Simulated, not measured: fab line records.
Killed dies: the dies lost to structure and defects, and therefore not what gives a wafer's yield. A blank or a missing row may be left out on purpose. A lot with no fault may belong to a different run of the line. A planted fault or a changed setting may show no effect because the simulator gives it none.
Problem report in the 8D (eight disciplines) form, filled by code :: flow nandHarc :: the parts of the form that need people (team, actions taken, sign-off) are left out

## 1. THE ISSUE
oesProductAu at NHARC_A_CONTACT_ETCH_92 reads a mean of 0.750 a.u. on 3 wafers of 3 lots; wafers without a fault read 0.936 a.u. with a standard deviation of 0.025. Measured from the usual mean, that is -7.5 standard deviations.
The step: etches the open film in CH3F/O2, target depth 40 nm, time 85.7 s.
First observed at day 19 09:24: wafer L443.4, on rieDiel-07. The record has a number at this step for 35 wafers belonging to 12 lots. By rule, "out" or "out of limits" means more than 4 standard deviations away from the usual mean. All remaining wafers that have a number are taken as sound.

## 2. WHAT IT IS, AND WHAT IT ISN'T
question: which readings at this step
is: oesProductAu
is not: drypumpMotorCurrentA, rfVppV, showerheadPlenumPTorr, throttleValvePct

question: which lots
is: L442, L443, L444
is not: L433, L434, L435, L438, L439, L450, L451, L453, L456

question: which wafers of those lots
is: L442.2, L443.4, L444.4
is not: L442.1, L442.3, L443.1, L443.3, L444.5

question: read on which tools
is: rieDiel-07
is not: rieDiel-01, rieDiel-13

question: when
is: from day 19 09:24
is not: up to then (17 sound wafers); but 15 sound wafers of L442, L444, L450, L451, L453, L456 came after

## 3. THE SUSPECTS, EACH WITH WHAT RULES IT OUT
Counting: if a tool at a process step up to the reading ran every lot that is out, it stays a suspect. Sound lots after the first of them don't rule it out here, since some wafers of a struck lot are sound.
- rieDiel-07 at NHARC_A_CONTACT_ETCH_92 (etches the open film in CH3F/O2, target depth 40 nm, time 85.7 s): kept. It ran every lot that is out, first L443 (day 19 09:24); its last sound lot up to then is L438 (day 17 20:55). Its own oesProductAu readings are out on those wafers.
After counting, what remains is rieDiel-07 at NHARC_A_CONTACT_ETCH_92.

## 4. THE CAUSE (what the simulator had put in)
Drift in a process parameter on rieDiel-07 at NHARC_A_CONTACT_ETCH_92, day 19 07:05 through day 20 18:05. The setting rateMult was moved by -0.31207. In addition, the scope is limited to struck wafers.
The count eliminated every tool but this one.

## 5. THE EFFECT CHAIN, in route order
Rows list readings where the struck wafers' mean (over those with a number) sits beyond 3 standard deviations from the usual. Readings are gone through only where the record gives a usual standard deviation; hours: the median, over the lots, of the time from a lot's start at the first step in this table giving one to that lot's start at this step; sigmas: the change measured in usual standard deviations.
hours: 0
step: NHARC_A_CONTACT_ETCH_92
reading: oesProductAu
usual: 0.936 a.u.
on struck wafers: 0.750
change: -0.186
sigmas: -7.5
Its process steps:
- NHARC_A_CONTACT_ETCH_92: etches the open film in CH3F/O2, target depth 40 nm, time 85.7 s.

## 6. HOW IT WOULD HAVE BEEN CAUGHT EARLIER
First out-of-limits reading in this record: day 19 09:24, which is 2 hours after fault onset at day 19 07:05.
